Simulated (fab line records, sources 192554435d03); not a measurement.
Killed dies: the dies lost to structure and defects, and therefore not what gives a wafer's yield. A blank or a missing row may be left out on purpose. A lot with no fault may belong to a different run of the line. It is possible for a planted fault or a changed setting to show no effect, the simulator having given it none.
Chamber matching / flow n5_finfet / N5_SPACER0_ALD_08 on ald_sin-04 has 4 sister chambers
The step deposits SiNx, target thk 2 nm. 4 wafers are shown with their chamber, then 8 later ones without.

== EACH WAFER AND ITS CHAMBER ==
wafer=L088.1; chamber=1; heater_power_outer_w (W)=557
wafer=L091.3; chamber=2; heater_power_outer_w (W)=510
wafer=L091.6; chamber=0; heater_power_outer_w (W)=618
wafer=L092.1; chamber=3; heater_power_outer_w (W)=434

== WAFERS WITH NO CHAMBER GIVEN ==
wafer=L092.3; heater_power_outer_w (W)=549
wafer=L092.6; heater_power_outer_w (W)=435
wafer=L096.1; heater_power_outer_w (W)=604
wafer=L096.3; heater_power_outer_w (W)=541
wafer=L096.5; heater_power_outer_w (W)=556
wafer=L097.3; heater_power_outer_w (W)=505
wafer=L097.4; heater_power_outer_w (W)=551
wafer=L097.6; heater_power_outer_w (W)=433

== CHAMBER TAKEN BY EACH ==
wafer=L092.3; from the rows above=1; in truth=1
wafer=L092.6; from the rows above=3; in truth=3
wafer=L096.1; from the rows above=0; in truth=0
wafer=L096.3; from the rows above=can't be placed: 1 or 2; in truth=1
wafer=L096.5; from the rows above=1; in truth=1
wafer=L097.3; from the rows above=2; in truth=2
wafer=L097.4; from the rows above=1; in truth=1
wafer=L097.6; from the rows above=3; in truth=3
Correct placement for 7 of the 8. Can't be placed from these rows: 1 (the true chamber is among the candidates in 1). 0 placed wrongly.
How it was worked out, from the rows above alone: a wafer's distance from a chamber is the root of the sum, over the readings, of the square of ((its reading less the chamber's mean) divided by the reading's scatter). If the next closest chamber is less than 2 further off than the closest, the wafer can't be placed; otherwise it belongs to the closest. Each chamber's mean is taken over the wafers shown for it. The scatter: with one shown wafer a chamber, the root of the mean of the squares of how far each hidden wafer lies from its nearest shown one.
